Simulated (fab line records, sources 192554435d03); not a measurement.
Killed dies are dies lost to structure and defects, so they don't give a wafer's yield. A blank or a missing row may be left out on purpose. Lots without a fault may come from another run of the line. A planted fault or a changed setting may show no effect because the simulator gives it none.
One fault seen from 2 desks | flow n5_finfet | each desk has only its own numbers; what lay behind them comes last

THE METROLOGY DESK
What the gauges read, lot by lot, whatever tool the lot ran on: means of the sampled wafers that have a number. A lot is out of limits, marked OUT, if its mean lies more than 4 standard deviations from the usual mean; the brackets give that distance. Of its 11 readings 7 are shown: the one that was out of limits first, and those that lie furthest out on some lot.
Columns: A = thk_nm at N5_SD_EPI_N_EPI_MEAS_23, usual 59.2 nm; B = DIBL_N at N5_BEOL_M4_RC_MEAS_101, usual 36.0 mV/V; C = DIBL_P at N5_BEOL_M4_RC_MEAS_101, usual 36.1 mV/V; D = IOFF_N at N5_BEOL_M4_RC_MEAS_101, usual 0.153 nA/um; E = ION_P at N5_BEOL_M4_RC_MEAS_101, usual 463 uA/um; F = SS_N at N5_BEOL_M4_RC_MEAS_101, usual 71.5 mV/dec; G = SS_P at N5_BEOL_M4_RC_MEAS_101, usual 73.3 mV/dec
lot  | first seen here | A              | B    | C    | D     | E   | F    | G
L636 | day 3 04:02     | 59.4           | 35.1 | 35.8 | 0.143 | 473 | 70.9 | 72.5
L639 | day 3 22:37     | 58.9           | 37.6 | 34.8 | 0.144 | 453 | 71.5 | 73.3
L641 | day 4 11:01     | 58.3           | 39.0 | 38.4 | 0.186 | 470 | 71.4 | 74.2
L642 | day 4 16:01     | 43.8 (-13) OUT | 35.5 | 35.3 | 0.137 | 459 | 71.2 | 72.9
L648 | day 6 10:35     | 44.8 (-12) OUT | 36.7 | 37.0 | 0.176 | 466 | 72.0 | 73.4
L655 | day 7 21:48     | 60.5           | 35.7 | 34.9 | 0.143 | 467 | 71.4 | 73.0
L656 | day 8 05:07     | 59.1           | 36.3 | 37.3 | 0.150 | 465 | 71.9 | 73.4
L657 | day 8 12:14     | 59.4           | 34.2 | 35.2 | 0.138 | 454 | 70.5 | 73.3
L658 | day 8 16:46     | 59.3           | 35.7 | 34.8 | 0.144 | 459 | 71.2 | 72.5
This desk's finding: out of limits on L642, L648; first on L642, day 4 16:01 (thk_nm at N5_SD_EPI_N_EPI_MEAS_23). In limits: L636, L639, L641, L655, L656, L657, L658.

THE TOOL OWNER'S DESK: epi_rpcvd-03
The tool's own readings at N5_SD_EPI_N_EPI_21 (deposits Si:P, time 690 s): means of the sampled wafers that have a number, for each lot that ran on this tool. A lot is out of limits, marked OUT, if its mean lies more than 4 standard deviations from the usual mean; the brackets give that distance.
Columns: A = susceptor_temp_C_max at N5_SD_EPI_N_EPI_21, usual 681.9
lot  | first seen here | A
L636 | day 3 02:19     | 680.9
L641 | day 4 09:18     | 680.8
L642 | day 4 15:08     | 680.6
L648 | day 6 08:52     | 681.0
This desk's finding: nothing out of limits on any of the 4 lots.

PUT TOGETHER
The metrology desk could have raised an alarm at day 4 16:01, on L642, L648.
The tool owner's desk saw nothing out of limits.
The tool owner's desk has L642, L648 on record, within its limits.
Of the lots named, all ran N5_SD_EPI_N_EPI_21 on epi_rpcvd-03.

WHAT THE SIMULATOR HAD PUT IN
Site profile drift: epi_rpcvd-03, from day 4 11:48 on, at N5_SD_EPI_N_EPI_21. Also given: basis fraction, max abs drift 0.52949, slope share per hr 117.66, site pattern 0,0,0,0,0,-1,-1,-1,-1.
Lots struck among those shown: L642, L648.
Hours from the fault's start to each desk's first reading out of limits: the metrology desk, 4.
